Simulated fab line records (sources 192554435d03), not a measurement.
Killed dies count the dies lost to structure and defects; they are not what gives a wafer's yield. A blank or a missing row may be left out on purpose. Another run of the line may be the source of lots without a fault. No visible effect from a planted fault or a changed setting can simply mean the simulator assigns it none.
Split-lot study + flow n5 finfet + on a route of 1938 steps: 7 lots, 30 wafers read

## SPLIT DETAILS
At N5_BEOL_M15_TRENCH_ETCH_34 (etches SiO2 in C4F8/O2/Ar, target depth 872.93 nm, time 199 s), the setting time s was moved away from the recipe's 199 s on 10 of the 30 wafers read, by -51.6% to +42.4%. All remaining wafers had this setting at the recipe value.

## FROM THE SPLIT TO THE READING: what the file shows between them, 7 steps
- N5_BEOL_M15_STRIP_36: strips in O2
- N5_BEOL_M15_ECD_47: material Cu, target thk 1860 nm
- N5_BEOL_M15_ANNEAL_48: time 90 s
- N5_BEOL_M15_CMP_49: polishes, stops on SiO2, t overpolish 4.9 s, target thk 850 nm
- N5_BEOL_M15_THK_MEAS_50: measures by xrf
- N5_BEOL_M15_PRE_CLEAN_52: time 15 s
- N5_BEOL_M15_DEP_53: deposits SiCN from 3MS/NH3, target thk 50 nm, time 17.8 s

## THE READING
M15_RS, in ohm/sq, at N5_BEOL_M15_RS_MEAS_54 (measures by four-point-probe). A value of 0.0218 ohm/sq with a standard deviation of 0.00037 ohm/sq is what fault-free wafers of this fab line usually give.

| wafer  | tool, chamber at the split | time s as run, s | against the recipe | M15_RS, ohm/sq | against lot-mates on the recipe |
|--------|----------------------------|------------------|--------------------|----------------|---------------------------------|
| L079.1 | rie diel-01, 0             | 199              | recipe             | 0.0219         | -                               |
| L079.2 | rie diel-01, 1             | 270              | +35.7%             | 0.0157         | -0.0061                         |
| L079.3 | rie diel-01, 2             | 199              | recipe             | 0.0220         | -                               |
| L079.4 | rie diel-01, 3             | 270              | +35.7%             | 0.0156         | -0.0062                         |
| L079.5 | rie diel-01, 2             | 270              | +35.7%             | 0.0162         | -0.0056                         |
| L079.6 | rie diel-01, 3             | 199              | recipe             | 0.0215         | -                               |
| L085.2 | rie diel-01, 3             | 96.28            | -51.6%             | 0.0465         | +0.0252                         |
| L085.3 | rie diel-01, 2             | 96.28            | -51.6%             | 0.0480         | +0.0267                         |
| L085.6 | rie diel-01, 3             | 199              | recipe             | 0.0213         | -                               |
| L088.1 | rie diel-01, 1             | 199              | recipe             | 0.0215         | -                               |
| L088.2 | rie diel-01, 3             | 283.4            | +42.4%             | 0.0148         | -0.0070                         |
| L088.3 | rie diel-01, 2             | 283.4            | +42.4%             | 0.0154         | -0.0064                         |
| L088.4 | rie diel-01, 0             | 199              | recipe             | 0.0219         | -                               |
| L088.5 | rie diel-01, 1             | 283.4            | +42.4%             | 0.0150         | -0.0068                         |
| L088.6 | rie diel-01, 0             | 199              | recipe             | 0.0219         | -                               |
| L089.1 | rie diel-02, 0             | 127.4            | -36.0%             | 0.0339         | +0.0123                         |
| L089.2 | rie diel-02, 2             | 199              | recipe             | 0.0219         | -                               |
| L089.5 | rie diel-02, 0             | 199              | recipe             | 0.0213         | -                               |
| L094.1 | rie diel-01, 2             | 199              | recipe             | 0.0221         | -                               |
| L094.2 | rie diel-01, 0             | 199              | recipe             | 0.0217         | -                               |
| L094.3 | rie diel-01, 1             | 199              | recipe             | 0.0216         | -                               |
| L094.4 | rie diel-01, 0             | 199              | recipe             | 0.0217         | -                               |
| L094.5 | rie diel-01, 1             | 199              | recipe             | 0.0218         | -                               |
| L094.6 | rie diel-01, 2             | 199              | recipe             | 0.0223         | -                               |
| L097.1 | rie diel-05, 3             | 199              | recipe             | 0.0215         | -                               |
| L097.4 | rie diel-05, 1             | 199              | recipe             | 0.0223         | -                               |
| L097.6 | rie diel-05, 3             | 280.6            | +41.0%             | 0.0151         | -0.0068                         |
| L096.4 | rie diel-01, 1             | 199              | recipe             | 0.0219         | -                               |
| L096.5 | rie diel-01, 3             | 199              | recipe             | 0.0215         | -                               |
| L096.6 | rie diel-01, 0             | 199              | recipe             | 0.0217         | -                               |

FIT RESULTS
A straight line over all 30 wafers: M15_RS changes by -0.000291 ohm/sq for each +1% of time s; r = -0.91; the points scatter about the line by 0.0032 ohm/sq.
The same after taking each lot's own level away (the mean of its wafers on the recipe; 30 wafers): -0.000295 ohm/sq for each +1%; r = -0.91; scatter 0.0033 ohm/sq.
According to that fit, moving time s by its largest amount changes the reading by 0.015 ohm/sq.
Across the lots, their own levels run from 0.02130 to 0.02190 ohm/sq, a range of 1.6 times the standard deviation given above.
The two slopes agree, so the slope changes little with the lot-to-lot level.
Check: +0.0149 ohm/sq against its lot-mates is what the line predicts for one of the wafers moved furthest among these (-51.6%) when that wafer is left out of the fit. Against them it came out at +0.0252 ohm/sq.

## THE WHOLE CHAIN: every reading that the file lists as answering this split, in the file's order
| step                       | what it does                                                   | reading                                                                          | change (the file's fit)               | r (the file's) |
|----------------------------|----------------------------------------------------------------|----------------------------------------------------------------------------------|---------------------------------------|----------------|
| N5_BEOL_M15_TRENCH_ETCH_34 | etches SiO2 in C4F8/O2/Ar, target depth 872.93 nm, time 199 s  | etch.depth nm (the simulator's own value, which no gauge read)                   | +8.68 nm for each +1% of the setting  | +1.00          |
| N5_BEOL_M15_TRENCH_ETCH_34 | etches SiO2 in C4F8/O2/Ar, target depth 872.93 nm, time 199 s  | coat_of_BEOL_M15_COAT_22.thk nm (the simulator's own value, which no gauge read) | -1.71 nm for each +1% of the setting  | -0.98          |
| N5_BEOL_M15_CMP_49         | polishes, stops on SiO2, t overpolish 4.9 s, target thk 850 nm | Cu_of_BEOL_M15_ECD_47.thk nm (the simulator's own value, which no gauge read)    | +8.68 nm for each +1% of the setting  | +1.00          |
| N5_BEOL_M15_THK_MEAS_50    | measures by xrf                                                | M15_THK                                                                          | +8.67 for each +1% of the setting     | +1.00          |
| N5_BEOL_M15_RS_MEAS_54     | measures by four-point-probe                                   | M15_RS                                                                           | -0.000253 for each +1% of the setting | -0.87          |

## FILE'S OWN FIT
M15_RS changes by -0.000253 ohm/sq for each +1% of time s, r = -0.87.
